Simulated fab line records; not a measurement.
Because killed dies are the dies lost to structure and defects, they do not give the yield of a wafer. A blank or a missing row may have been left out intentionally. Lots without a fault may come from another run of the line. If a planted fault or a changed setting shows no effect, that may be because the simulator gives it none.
Split-lot trial / flow n5-finfet / 21 wafers read across 7 lots, on a route 1938 steps long

== THE SPLIT ITSELF ==
At N5_BEOL_M4_EXPOSE_08 (exposes mask M4), the setting dose-mj was moved away from the recipe's 41.25 on 11 of the 21 wafers read, by -6.5% to +5.5%. This setting was run at the recipe's value on the other wafers.

== FROM THE SPLIT TO THE READING: what the file shows between them, 16 steps ==
- N5_BEOL_M4_PEB_09: peb time 60 s
- N5_BEOL_M4_DEVELOP_10: develop time 30 s
- N5_BEOL_M4_CD_MEAS_11: target cd 16.79 nm
- N5_BEOL_M4_DESCUM_16: chemistry O2, time 7 s
- N5_BEOL_M4_ETCH_74: etches underlayer in N2/H2, target depth 6.5 nm, time 5.2 s
- N5_BEOL_M4_ETCH_63: etches SiARC in CF4, target depth 15.6 nm, time 26 s
- N5_BEOL_M4_ETCH_64: etches SOC in N2/H2, target depth 75 nm, overetch 22.5 nm, time 121.9 s
- N5_BEOL_M4_STRIP_65: strips in N2/H2
- N5_BEOL_M4_STRIP_75: strips in N2/H2
- N5_BEOL_M4_HM_OPEN_17: chemistry Cl2/BCl3, target TiN, target depth 20 nm, overetch 6 nm
- N5_BEOL_M4_STRIP_19: strips in O2
- N5_BEOL_M4_CD_MEAS_18: pitch 36 nm, target cd 18 nm
- N5_BEOL_M4_COAT_67: time 60 s, resist thk 60 nm
- N5_BEOL_M4_COAT_68: time 60 s, resist thk 12 nm
- N5_BEOL_M4_PRECLEAN_42: cleans in residue remover, time 60 s
- N5_BEOL_M4_SRD_43: time 30 s

== THE READING ==
cd-nm, in nm, at N5_BEOL_M4_CD_MEAS_35 (target cd 18 nm, target cd y 22.4 nm). On this fab line, fault-free wafers typically give 18.1 nm with a standard deviation of 0.32 nm.

wafer=L078.1; tool, chamber at the split=euv-scanner-02, 0; dose-mj as run=39.13; against the recipe=-5.1%; cd-nm, nm=17.5; against lot-mates on the recipe=-0.9
wafer=L078.4; tool, chamber at the split=euv-scanner-02, 0; dose-mj as run=41.25; against the recipe=recipe; cd-nm, nm=18.4; against lot-mates on the recipe=-
wafer=L078.5; tool, chamber at the split=euv-scanner-02, 0; dose-mj as run=39.13; against the recipe=-5.1%; cd-nm, nm=16.7; against lot-mates on the recipe=-1.7
wafer=L081.2; tool, chamber at the split=euv-scanner-02, 0; dose-mj as run=41.25; against the recipe=recipe; cd-nm, nm=18.3; against lot-mates on the recipe=-
wafer=L081.3; tool, chamber at the split=euv-scanner-02, 0; dose-mj as run=43.14; against the recipe=+4.6%; cd-nm, nm=18.8; against lot-mates on the recipe=+0.5
wafer=L081.5; tool, chamber at the split=euv-scanner-02, 0; dose-mj as run=43.14; against the recipe=+4.6%; cd-nm, nm=19.4; against lot-mates on the recipe=+1.1
wafer=L080.3; tool, chamber at the split=euv-scanner-02, 0; dose-mj as run=43.52; against the recipe=+5.5%; cd-nm, nm=19.3; against lot-mates on the recipe=+1.6
wafer=L080.4; tool, chamber at the split=euv-scanner-02, 0; dose-mj as run=41.25; against the recipe=recipe; cd-nm, nm=17.7; against lot-mates on the recipe=-
wafer=L080.6; tool, chamber at the split=euv-scanner-02, 0; dose-mj as run=43.52; against the recipe=+5.5%; cd-nm, nm=19.2; against lot-mates on the recipe=+1.5
wafer=L088.1; tool, chamber at the split=euv-scanner-01, 0; dose-mj as run=38.56; against the recipe=-6.5%; cd-nm, nm=17.0; against lot-mates on the recipe=-1.0
wafer=L088.3; tool, chamber at the split=euv-scanner-01, 0; dose-mj as run=41.25; against the recipe=recipe; cd-nm, nm=18.2; against lot-mates on the recipe=-
wafer=L088.5; tool, chamber at the split=euv-scanner-01, 0; dose-mj as run=41.25; against the recipe=recipe; cd-nm, nm=17.9; against lot-mates on the recipe=-
wafer=L091.1; tool, chamber at the split=euv-scanner-02, 0; dose-mj as run=41.25; against the recipe=recipe; cd-nm, nm=17.7; against lot-mates on the recipe=-
wafer=L091.2; tool, chamber at the split=euv-scanner-02, 0; dose-mj as run=41.25; against the recipe=recipe; cd-nm, nm=18.2; against lot-mates on the recipe=-
wafer=L091.6; tool, chamber at the split=euv-scanner-02, 0; dose-mj as run=41.25; against the recipe=recipe; cd-nm, nm=17.9; against lot-mates on the recipe=-
wafer=L093.1; tool, chamber at the split=euv-scanner-02, 0; dose-mj as run=43.05; against the recipe=+4.4%; cd-nm, nm=18.5; against lot-mates on the recipe=+0.9
wafer=L093.2; tool, chamber at the split=euv-scanner-02, 0; dose-mj as run=43.05; against the recipe=+4.4%; cd-nm, nm=19.0; against lot-mates on the recipe=+1.4
wafer=L093.4; tool, chamber at the split=euv-scanner-02, 0; dose-mj as run=41.25; against the recipe=recipe; cd-nm, nm=17.6; against lot-mates on the recipe=-
wafer=L096.2; tool, chamber at the split=euv-scanner-02, 0; dose-mj as run=41.25; against the recipe=recipe; cd-nm, nm=17.9; against lot-mates on the recipe=-
wafer=L096.5; tool, chamber at the split=euv-scanner-02, 0; dose-mj as run=40.18; against the recipe=-2.6%; cd-nm, nm=17.5; against lot-mates on the recipe=-0.4
wafer=L096.6; tool, chamber at the split=euv-scanner-02, 0; dose-mj as run=40.18; against the recipe=-2.6%; cd-nm, nm=17.9; against lot-mates on the recipe=+0.0

FIT RESULTS
A straight line over all 21 wafers: cd-nm changes by +0.19 nm for each +1% of dose-mj; r = +0.92; the points scatter about the line by 0.3 nm.
The same after taking each lot's own level away (the mean of its wafers on the recipe; 21 wafers): +0.221 nm for each +1%; r = +0.94; scatter 0.29 nm.
Per that fit: largest dose-mj move, reading shift of 1.4 nm.
The span of the lots' own levels, 17.60 to 18.40 nm, comes to 2.5 times the standard deviation stated above.
In other words, the slope is changed by the lot-to-lot level; the two fits disagree.
Check: -1.48 nm against its lot-mates is what the line predicts for one of the wafers moved furthest among these (-6.5%) when that wafer is left out of the fit. Against them it came out at -1.05 nm.

== THE WHOLE CHAIN: every reading that the file lists as answering this split, in the file's order ==
step=N5_BEOL_M4_CD_MEAS_11; what it does=target cd 16.79 nm; reading=cd-nm; change (the file's fit)=+0.191 nm for each +1% of the setting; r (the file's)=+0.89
step=N5_BEOL_M4_ETCH_74; what it does=etches underlayer in N2/H2, target depth 6.5 nm, time 5.2 s; reading=BEOL_M4.cd-offset-nm (the simulator's own value, which no gauge read); change (the file's fit)=+0.181 nm for each +1% of the setting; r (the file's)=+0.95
step=N5_BEOL_M4_ETCH_63; what it does=etches SiARC in CF4, target depth 15.6 nm, time 26 s; reading=BEOL_M4.cd-offset-nm (the simulator's own value, which no gauge read); change (the file's fit)=+0.202 nm for each +1% of the setting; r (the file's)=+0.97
step=N5_BEOL_M4_ETCH_64; what it does=etches SOC in N2/H2, target depth 75 nm, overetch 22.5 nm, time 121.9 s; reading=BEOL_M4.cd-offset-nm (the simulator's own value, which no gauge read); change (the file's fit)=+0.207 nm for each +1% of the setting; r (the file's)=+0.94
step=N5_BEOL_M4_CD_MEAS_18; what it does=pitch 36 nm, target cd 18 nm; reading=cd-nm; change (the file's fit)=+0.194 nm for each +1% of the setting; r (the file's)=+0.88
step=N5_BEOL_M4_CD_MEAS_35; what it does=target cd 18 nm, target cd y 22.4 nm; reading=cd-nm; change (the file's fit)=+0.215 nm for each +1% of the setting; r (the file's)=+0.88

== THE FILE'S OWN FIT ==
cd-nm changes by +0.215 nm for each +1% of dose-mj, r = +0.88.
